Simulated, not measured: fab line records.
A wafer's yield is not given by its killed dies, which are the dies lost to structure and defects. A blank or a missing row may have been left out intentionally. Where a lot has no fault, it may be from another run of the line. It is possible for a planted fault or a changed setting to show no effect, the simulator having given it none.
Matching of chambers | flow nand_harc | NHARC_P_BONDPAD_DEP_00 on pecvd-02: 3 sister chambers
The step deposits SiCN, target thk 250 nm. 6 wafers are shown with their chamber, then 7 later ones without.

## EACH WAFER AND ITS CHAMBER
wafer  | chamber | heater_power_w (W) | heater_power_outer_w (W)
L766.2 | 0       | 566                | 327
L766.6 | 1       | 582                | 349
L769.1 | 0       | 585                | 335
L769.4 | 1       | 605                | 344
L771.3 | 2       | 552                | 325
L771.4 | 2       | 556                | 340

## WAFERS MISSING THEIR CHAMBER
wafer  | heater_power_w (W) | heater_power_outer_w (W)
L771.5 | 675                | 405
L772.2 | 647                | 389
L772.4 | 671                | 393
L772.6 | 580                | 341
L774.1 | 583                | 337
L774.4 | 516                | 286
L774.5 | 597                | 339

## EACH ONE'S CHAMBER
wafer  | from the rows above          | in truth
L771.5 | 1                            | 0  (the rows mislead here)
L772.2 | 1                            | 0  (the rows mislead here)
L772.4 | 1                            | 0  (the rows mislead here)
L772.6 | can't be placed: 1 or 0 or 2 | 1
L774.1 | can't be placed: 0 or 1 or 2 | 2
L774.4 | can't be placed: 2 or 0      | 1
L774.5 | can't be placed: 1 or 0      | 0
Placed correctly: 0 of 7. Not placeable from these rows: 4 (in 3, the candidates include the true chamber). Number placed wrongly: 3.
How it was worked out, from the rows above alone: a wafer's distance from a chamber is the root of the sum, over the readings, of the square of ((its reading less the chamber's mean) divided by the reading's scatter). The wafer belongs to the nearest chamber; if the next one is less than 2 further off, it can't be placed. Each chamber's mean is taken over the wafers shown for it. The scatter: take each reading less its chamber's mean, square it, sum over the shown wafers, divide by the number of wafers less the number of chambers, and take the root.
